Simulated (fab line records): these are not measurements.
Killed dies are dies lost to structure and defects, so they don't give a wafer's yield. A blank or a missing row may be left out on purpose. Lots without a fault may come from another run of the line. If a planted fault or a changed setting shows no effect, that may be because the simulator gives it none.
Matching of chambers :: flow nand harc :: NHARC_A_CHANNEL_FILL_D1_ETCHBACK_20 on rie diel-10 has 4 sister chambers
The step etches the open film in C4F8/O2/Ar, target depth 27 nm, time 13.5 s. 4 wafers are shown with their chamber, then 10 later ones without.

== WAFERS PAIRED WITH THEIR CHAMBERS ==
wafer: L077.2
chamber: 2
rf vpp V (V): 981

wafer: L087.2
chamber: 1
rf vpp V (V): 977

wafer: L090.1
chamber: 0
rf vpp V (V): 971

wafer: L090.3
chamber: 3
rf vpp V (V): 985

== WAFERS WITHOUT THEIR CHAMBER ==
wafer: L090.5
rf vpp V (V): 985

wafer: L094.1
rf vpp V (V): 984

wafer: L094.4
rf vpp V (V): 972

wafer: L094.6
rf vpp V (V): 978

wafer: L095.2
rf vpp V (V): 981

wafer: L095.3
rf vpp V (V): 974

wafer: L095.6
rf vpp V (V): 984

wafer: L096.3
rf vpp V (V): 972

wafer: L096.4
rf vpp V (V): 980

wafer: L096.6
rf vpp V (V): 982

== WHICH CHAMBER EACH WENT THROUGH ==
wafer: L090.5
from the rows above: 3
in truth: 3

wafer: L094.1
from the rows above: can't be placed: 3 or 2
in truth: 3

wafer: L094.4
from the rows above: 0
in truth: 0

wafer: L094.6
from the rows above: can't be placed: 1 or 2
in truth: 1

wafer: L095.2
from the rows above: 2
in truth: 2

wafer: L095.3
from the rows above: can't be placed: 0 or 1
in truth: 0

wafer: L095.6
from the rows above: can't be placed: 3 or 2
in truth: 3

wafer: L096.3
from the rows above: 0
in truth: 0

wafer: L096.4
from the rows above: can't be placed: 2 or 1
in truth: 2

wafer: L096.6
from the rows above: can't be placed: 2 or 3
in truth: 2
4 of 10 placed correctly. Not placeable from these rows: 6 (in 6, the candidates include the true chamber). Placed wrongly: 0.
How it was worked out, from the rows above alone: a wafer's distance from a chamber is the root of the sum, over the readings, of the square of ((its reading less the chamber's mean) divided by the reading's scatter). The wafer belongs to the nearest chamber; if the next one is less than 2 further off, it can't be placed. Each chamber's mean is taken over the wafers shown for it. The scatter: with one shown wafer a chamber, the root of the mean of the squares of how far each hidden wafer lies from its nearest shown one.
